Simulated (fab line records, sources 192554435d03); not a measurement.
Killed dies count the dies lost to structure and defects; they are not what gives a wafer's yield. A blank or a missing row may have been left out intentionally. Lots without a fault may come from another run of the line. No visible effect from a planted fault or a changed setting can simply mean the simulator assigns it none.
Chamber matching | flow n5Finfet | N5_BEOL_M2_ILD_DEP_00 on pecvd-03 has 3 sister chambers
The step deposits SiOC from DEMS/O2, target thk 79 nm, time 15.3 s. 3 wafers are shown with their chamber, then 10 later ones without.

== WAFERS, EACH WITH ITS CHAMBER ==
wafer  | chamber | throttleValvePct (%)
L084.2 | 2       | 11.7
L086.5 | 0       | 11.5
L088.3 | 1       | 12.7

== WAFERS WITHOUT THEIR CHAMBER ==
wafer  | throttleValvePct (%)
L088.4 | 11.6
L092.1 | 11.6
L092.4 | 11.5
L092.6 | 10.9
L093.1 | 11.1
L093.2 | 12.3
L093.6 | 10.8
L094.2 | 10.7
L094.3 | 12.4
L094.6 | 12.2

== CHAMBER TAKEN BY EACH ==
wafer  | from the rows above          | in truth
L088.4 | can't be placed: 0 or 2      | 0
L092.1 | can't be placed: 0 or 2      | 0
L092.4 | can't be placed: 0 or 2      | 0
L092.6 | can't be placed: 0 or 2      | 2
L093.1 | can't be placed: 0 or 2      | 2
L093.2 | can't be placed: 1 or 2 or 0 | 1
L093.6 | can't be placed: 0 or 2      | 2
L094.2 | can't be placed: 0 or 2      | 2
L094.3 | can't be placed: 1 or 2 or 0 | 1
L094.6 | can't be placed: 1 or 2 or 0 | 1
Placed correctly: 0 of 10. From these rows, 10 cannot be placed; in 10 the true chamber is one of the candidates. Number placed wrongly: 0.
How it was worked out, from the rows above alone: a wafer's distance from a chamber is the root of the sum, over the readings, of the square of ((its reading less the chamber's mean) divided by the reading's scatter). The wafer belongs to the nearest chamber; if the next one is less than 2 further off, it can't be placed. A chamber's mean is the mean of its shown wafers. The scatter: root of mean squared gap, hidden wafer to nearest shown wafer, with one shown wafer a chamber.
